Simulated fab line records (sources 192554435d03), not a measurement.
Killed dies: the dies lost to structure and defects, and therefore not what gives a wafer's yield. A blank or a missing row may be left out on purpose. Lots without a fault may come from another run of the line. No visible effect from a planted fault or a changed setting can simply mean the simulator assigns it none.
Chamber matching || flow n5_finfet || N5_BEOL_M5_DESCUM_33 on rie_diel-01: 4 sister chambers
The step chemistry O2, time 7 s. 4 wafers are shown with their chamber, then 11 later ones without.

EACH WAFER AND ITS CHAMBER
{"wafer": "L084.5", "chamber": 1, "drypump_motor_current_A (A)": 5.61}
{"wafer": "L089.1", "chamber": 3, "drypump_motor_current_A (A)": 5.67}
{"wafer": "L089.5", "chamber": 2, "drypump_motor_current_A (A)": 5.70}
{"wafer": "L092.1", "chamber": 0, "drypump_motor_current_A (A)": 5.08}

WAFERS WITHOUT THEIR CHAMBER
{"wafer": "L092.3", "drypump_motor_current_A (A)": 5.59}
{"wafer": "L092.5", "drypump_motor_current_A (A)": 5.59}
{"wafer": "L091.3", "drypump_motor_current_A (A)": 5.62}
{"wafer": "L091.4", "drypump_motor_current_A (A)": 5.56}
{"wafer": "L091.5", "drypump_motor_current_A (A)": 5.68}
{"wafer": "L093.3", "drypump_motor_current_A (A)": 5.67}
{"wafer": "L093.5", "drypump_motor_current_A (A)": 5.07}
{"wafer": "L093.6", "drypump_motor_current_A (A)": 5.67}
{"wafer": "L095.2", "drypump_motor_current_A (A)": 5.05}
{"wafer": "L095.5", "drypump_motor_current_A (A)": 5.64}
{"wafer": "L095.6", "drypump_motor_current_A (A)": 5.56}

WHICH CHAMBER EACH WENT THROUGH
{"wafer": "L092.3", "from the rows above": 1, "in truth": 1}
{"wafer": "L092.5", "from the rows above": 1, "in truth": 1}
{"wafer": "L091.3", "from the rows above": "can't be placed: 1 or 3", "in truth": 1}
{"wafer": "L091.4", "from the rows above": 1, "in truth": 1}
{"wafer": "L091.5", "from the rows above": "can't be placed: 3 or 2", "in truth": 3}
{"wafer": "L093.3", "from the rows above": "can't be placed: 3 or 2", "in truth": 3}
{"wafer": "L093.5", "from the rows above": 0, "in truth": 0}
{"wafer": "L093.6", "from the rows above": "can't be placed: 3 or 2", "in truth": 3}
{"wafer": "L095.2", "from the rows above": 0, "in truth": 0}
{"wafer": "L095.5", "from the rows above": "can't be placed: 1 or 3 or 2", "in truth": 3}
{"wafer": "L095.6", "from the rows above": 1, "in truth": 1}
Correct placement for 6 of the 11. Cannot be placed on the basis of these rows: 5; the candidates contain the true chamber in 5. Wrongly placed: 0.
How it was worked out, from the rows above alone: a wafer's distance from a chamber is the root of the sum, over the readings, of the square of ((its reading less the chamber's mean) divided by the reading's scatter). The wafer belongs to the nearest chamber; if the next one is less than 2 further off, it can't be placed. A chamber's mean is the mean of its shown wafers. The scatter: with one shown wafer a chamber, the root of the mean of the squares of how far each hidden wafer lies from its nearest shown one.
